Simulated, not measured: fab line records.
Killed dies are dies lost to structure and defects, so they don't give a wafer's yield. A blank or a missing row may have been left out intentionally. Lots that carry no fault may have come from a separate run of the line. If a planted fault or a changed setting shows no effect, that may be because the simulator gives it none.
Which tool was responsible? ; flow n5Finfet ; Sampling: 24 lots, 72 wafers, 5 of 1938 route steps

WHAT THE GAUGES SHOWED, per wafer
N5_BEOL_M6_CD_MEAS_35: target cd 40 nm, target cd y 28 nm.
lot;measured;on;cdNm (nm)
L075;day 9 10:42;cdSem-02;39.4 39.2 40.0
L074;day 9 13:23;cdSem-02;40.1 40.1 40.5
L076;day 10 01:43;cdSem-02;39.0 39.6 40.0
L077;day 10 04:53;cdSem-02;40.4 39.4 40.0
L078;day 10 07:59;cdSem-01;40.1 39.6 40.1
L081;day 10 18:05;cdSem-01;40.6 39.9 39.5
L082;day 11 05:52;cdSem-02;40.4 40.5 40.7
L080;day 11 12:23;cdSem-01;40.3 40.0 40.0
L079;day 11 12:26;cdSem-01;41.1 40.3 40.7
L084;day 11 16:23;cdSem-03;40.4 39.3 39.4
L083;day 11 20:14;cdSem-02;39.1 39.5 39.6
L085;day 12 02:59;cdSem-03;40.2 40.6 40.2
L086;day 12 03:03;cdSem-03;39.3 39.4 40.1
L087;day 12 20:02;cdSem-03;40.8 41.0 41.1
L090;day 12 20:01;cdSem-02;39.9 39.5 40.2
L088;day 13 02:05;cdSem-02;40.2 39.8 39.8
L089;day 13 07:28;cdSem-03;40.1 40.2 39.9
L091;day 13 13:16;cdSem-02;40.3 39.8 40.2
L092;day 13 12:58;cdSem-03;39.1 38.8 39.7
L093;day 13 16:20;cdSem-01;39.8 40.7 40.5
L094;day 14 07:52;cdSem-03;40.3 40.5 39.8
L095;day 14 19:31;cdSem-01;39.6 40.6 40.8
L097;day 14 22:19;cdSem-02;40.3 39.4 39.7
L096;day 15 03:25;cdSem-01;40.4 41.2 40.3

N5_BEOL_M7_THK_MEAS_01.
lot;measured;on;M7_ILD_THK (nm)
L075;day 9 14:28;filmMetro-02;154.2 154.8 153.5
L074;day 9 16:17;filmMetro-02;154.9 157.6 155.7
L076;day 10 07:30;filmMetro-02;152.8 153.1 156.0
L077;day 10 07:49;filmMetro-02;155.5 153.7 158.6
L078;day 10 11:11;filmMetro-01;155.7 156.0 156.3
L081;day 10 21:15;filmMetro-02;155.7 156.4 157.1
L082;day 11 11:49;filmMetro-02;153.9 154.8 156.0
L080;day 11 15:21;filmMetro-01;151.2 156.5 156.0
L079;day 11 15:50;filmMetro-02;154.5 156.1 157.8
L084;day 11 20:08;filmMetro-01;157.0 155.3 158.8
L083;day 12 01:10;filmMetro-02;152.8 153.8 154.7
L085;day 12 07:56;filmMetro-01;152.6 149.9 155.0
L086;day 12 06:30;filmMetro-01;152.6 154.2 157.4
L087;day 13 00:40;filmMetro-02;152.2 156.7 157.5
L090;day 13 00:30;filmMetro-02;155.8 157.4 156.8
L088;day 13 07:08;filmMetro-02;152.5 155.0 156.5
L089;day 13 11:02;filmMetro-01;154.7 158.1 157.3
L091;day 13 17:47;filmMetro-01;154.0 153.9 155.5
L092;day 13 16:22;filmMetro-01;157.6 154.7 155.3
L093;day 13 20:31;filmMetro-02;151.6 153.2 156.8
L094;day 14 11:59;filmMetro-02;154.5 157.5 157.5
L095;day 15 00:29;filmMetro-01;155.1 158.5 159.1
L097;day 15 02:46;filmMetro-01;153.9 155.6 156.8
L096;day 15 07:50;filmMetro-02;155.3 157.6 154.2

WHICH TOOL RAN EACH LOT (tool, then ch and the chambers of the sampled wafers, then the start)
lot;N5_BEOL_M5_ANNEAL_49;N5_BEOL_M6_PECVD_70;N5_BEOL_M6_TRENCH_ETCH_37
L075;pvdSputter-03, day 9 00:40;pecvd-02 ch 0,2, day 9 06:40;rieDiel-01 ch 1,2, day 9 10:42 or earlier
L074;pvdSputter-01, day 9 03:10;pecvd-02 ch 1,2, day 9 09:10;rieDiel-02 ch 0,1,2, day 9 13:23 or earlier
L076;pvdSputter-03, day 9 15:08;pecvd-02 ch 1,2, day 9 21:13;rieDiel-01 ch 1,3, day 10 01:43 or earlier
L077;pvdSputter-01, day 9 16:23;pecvd-02 ch 0,2, day 9 22:23;rieDiel-05 ch 1,2, day 10 04:53 or earlier
L078;pvdSputter-03, day 9 21:36;pecvd-03 ch 0, day 10 05:14;rieDiel-02 ch 0,2,3, day 10 07:59 or earlier
L081;pvdSputter-02, day 10 08:59;pecvd-02 ch 0,2, day 10 15:03;rieDiel-05 ch 0,1,2, day 10 18:05 or earlier
L082;pvdSputter-02, day 10 18:59;pecvd-03 ch 0,1,2, day 11 01:57;rieDiel-05 ch 0,1,2, day 11 05:52 or earlier
L080;pvdSputter-01, day 11 00:29;pecvd-02 ch 1,2, day 11 06:29;rieDiel-01 ch 0,2,3, day 11 12:23 or earlier
L079;pvdSputter-03, day 11 00:37;pecvd-02 ch 0,1, day 11 06:48;rieDiel-02 ch 0,1,3, day 11 12:26 or earlier
L084;pvdSputter-01, day 11 05:16;pecvd-03 ch 0,1,2, day 11 11:44;rieDiel-02 ch 0,1,2, day 11 16:23 or earlier
L083;pvdSputter-02, day 11 07:52;pecvd-03 ch 0,2, day 11 13:52;rieDiel-05 ch 0,1,3, day 11 20:14 or earlier
L085;pvdSputter-01, day 11 15:41;pecvd-02 ch 0,1,2, day 11 21:41;rieDiel-05 ch 1,2,3, day 12 02:59 or earlier
L086;pvdSputter-02, day 11 16:03;pecvd-04 ch 0,1,2, day 11 22:32;rieDiel-02 ch 1,3, day 12 03:03 or earlier
L087;pvdSputter-02, day 12 07:47;pecvd-02 ch 0,1,2, day 12 14:05;rieDiel-01 ch 0,3, day 12 20:02 or earlier
L090;pvdSputter-01, day 12 08:56;pecvd-03 ch 0,1, day 12 14:57;rieDiel-02 ch 1,2,3, day 12 20:01 or earlier
L088;pvdSputter-02, day 12 16:06;pecvd-02 ch 0,2, day 12 22:08;rieDiel-02 ch 0,3, day 13 02:05 or earlier
L089;pvdSputter-02, day 12 21:01;pecvd-02 ch 0,1,2, day 13 03:10;rieDiel-05 ch 0,2,3, day 13 07:28 or earlier
L091;pvdSputter-01, day 13 00:28;pecvd-04 ch 1,2, day 13 06:33;rieDiel-02 ch 0,3, day 13 13:16 or earlier
L092;pvdSputter-03, day 13 00:47;pecvd-02 ch 0,1,2, day 13 07:03;rieDiel-02 ch 0,3, day 13 12:58 or earlier
L093;pvdSputter-02, day 13 04:53;pecvd-04 ch 0,1,2, day 13 10:55;rieDiel-02 ch 0,2,3, day 13 16:20 or earlier
L094;pvdSputter-03, day 13 19:21;pecvd-03 ch 0,1,2, day 14 02:01;rieDiel-02 ch 1,2, day 14 07:52 or earlier
L095;pvdSputter-02, day 14 05:26;pecvd-03 ch 0,1, day 14 12:26;rieDiel-01 ch 0,1, day 14 19:31 or earlier
L097;pvdSputter-01, day 14 09:29;pecvd-03 ch 0,1,2, day 14 15:34;rieDiel-01 ch 2,3, day 14 22:19 or earlier
L096;pvdSputter-03, day 14 13:10;pecvd-02 ch 1,2, day 14 20:29;rieDiel-02 ch 1, day 15 03:25 or earlier
- N5_BEOL_M5_ANNEAL_49: time 1800 s.
- N5_BEOL_M6_PECVD_70: deposits SiO2 from TEOS/O2, target thk 20 nm, time 22.7 s.
- N5_BEOL_M6_TRENCH_ETCH_37: etches SiCOH lowk in C4F6/O2, target depth 94.435 nm, time 31.5 s.

AS READ BY THE TOOLS THEMSELVES (means over the sampled wafers that have a number; for cases with no such wafer, the mark the record gives instead)
N5_BEOL_M5_ANNEAL_49.
lot;tool;heaterPowerW (W)
L075;pvdSputter-03;761
L074;pvdSputter-01;905
L076;pvdSputter-03;839
L077;pvdSputter-01;905
L078;pvdSputter-03;764
L081;pvdSputter-02;814
L082;pvdSputter-02;829
L080;pvdSputter-01;832
L079;pvdSputter-03;797
L084;pvdSputter-01;909
L083;pvdSputter-02;812
L085;pvdSputter-01;838
L086;pvdSputter-02;756
L087;pvdSputter-02;794
L090;pvdSputter-01;833
L088;pvdSputter-02;805
L089;pvdSputter-02;775
L091;pvdSputter-01;987
L092;pvdSputter-03;748
L093;pvdSputter-02;766
L094;pvdSputter-03;736
L095;pvdSputter-02;803
L097;pvdSputter-01;977
L096;pvdSputter-03;746

N5_BEOL_M6_PECVD_70.
lot;tool;heaterPowerW (W);showerheadPlenumPTorr (Torr);throttleValvePct (%)
L075;pecvd-02;777;8.79;21.7
L074;pecvd-02;727;8.77;21.8
L076;pecvd-02;748;8.73;21.5
L077;pecvd-02;782;8.80;21.8
L078;pecvd-03;729;8.77;21.4
L081;pecvd-02;768;8.77;21.7
L082;pecvd-03;762;8.82;21.7
L080;pecvd-02;820;8.78;21.8
L079;pecvd-02;775;8.72;21.4
L084;pecvd-03;781;8.82;21.7
L083;pecvd-03;763;8.77;21.3
L085;pecvd-02;768;8.76;21.6
L086;pecvd-04;697;8.78;23.1
L087;pecvd-02;827;8.76;21.5
L090;pecvd-03;799;8.90;22.5
L088;pecvd-02;723;8.80;21.7
L089;pecvd-02;736;8.75;21.6
L091;pecvd-04;792;8.75;22.9
L092;pecvd-02;791;8.76;21.7
L093;pecvd-04;728;8.78;23.2
L094;pecvd-03;717;8.84;21.9
L095;pecvd-03;759;8.90;22.6
L097;pecvd-03;711;8.81;22.1
L096;pecvd-02;772;8.78;21.8

N5_BEOL_M6_TRENCH_ETCH_37.
lot;tool;C4F6_flow_sccm (sccm);drypumpMotorCurrentA (A);oes_o_777_au (a.u.);oesProductAu (a.u.);rfVppV (V);showerheadPlenumPTorr (Torr);throttleValvePct (%)
L075;rieDiel-01;9.971;5.8;0.78;0.78;671;2.90;20.93
L074;rieDiel-02;10.019;6.2;0.80;0.80;674;2.93;20.64
L076;rieDiel-01;9.982;5.8;0.81;0.82;669;2.93;20.89
L077;rieDiel-05;10.016;5.9;0.69;0.70;664;2.90;21.00
L078;rieDiel-02;10.028;5.9;0.80;0.79;670;2.93;20.84
L081;rieDiel-05;10.017;5.9;0.79;0.80;673;2.89;20.93
L082;rieDiel-05;10.013;5.9;0.78;0.79;672;2.89;20.92
L080;rieDiel-01;9.999;5.6;0.72;0.74;663;2.78;20.96
L079;rieDiel-02;9.985;6.3;0.81;0.81;669;2.98;20.75
L084;rieDiel-02;9.991;6.2;0.79;0.79;675;2.92;20.67
L083;rieDiel-05;10.010;6.1;0.88;0.88;671;2.91;20.70
L085;rieDiel-05;9.996;6.1;0.79;0.78;664;2.92;20.80
L086;rieDiel-02;10.000;6.3;0.87;0.86;668;3.01;20.73
L087;rieDiel-01;9.997;5.7;0.74;0.77;662;2.81;20.93
L090;rieDiel-02;9.994;6.1;0.83;0.83;667;2.95;20.83
L088;rieDiel-02;9.997;6.1;0.75;0.74;669;2.95;20.79
L089;rieDiel-05;9.984;5.8;0.85;0.84;665;2.96;20.97
L091;rieDiel-02;10.001;6.1;0.81;0.80;662;2.98;20.96
L092;rieDiel-02;9.974;6.2;0.74;0.74;670;2.95;20.80
L093;rieDiel-02;9.972;5.9;0.78;0.76;668;2.92;20.87
L094;rieDiel-02;9.992;5.9;0.79;0.79;673;2.88;20.78
L095;rieDiel-01;9.993;6.6;0.70;0.71;677;2.88;21.15
L097;rieDiel-01;9.981;5.0;0.73;0.75;655;2.75;20.88
L096;rieDiel-02;10.002;6.5;0.83;0.83;673;2.99;20.59

THE ANSWER, worked out from the rows above alone
Rule: the usual values come from the lots themselves. Put in order of their means at a reading, lots are off if they are a third of the lots or fewer, leave a main group of 4 or more, and stand apart from it by a gap of 3 or more times the standard deviation of the main group's means; of several such gaps the widest counts. A main group whose means are all the same, to the digits that the tables above print for the reading, isn't used. Also off: a lot with no number at a reading for which 4 or more lots have one. All remaining lots with rows at the step are treated as sound. After the gauges, taken in route order, come the tools' own readings; for these a lot's mean is taken, as printed above. At the first step where some lot is off, the reading lying furthest off is the one used; lots without a number count as furthest.
No lot is off at any reading shown: from this, nothing can be told.

WHAT THE SIMULATOR HAD PUT IN
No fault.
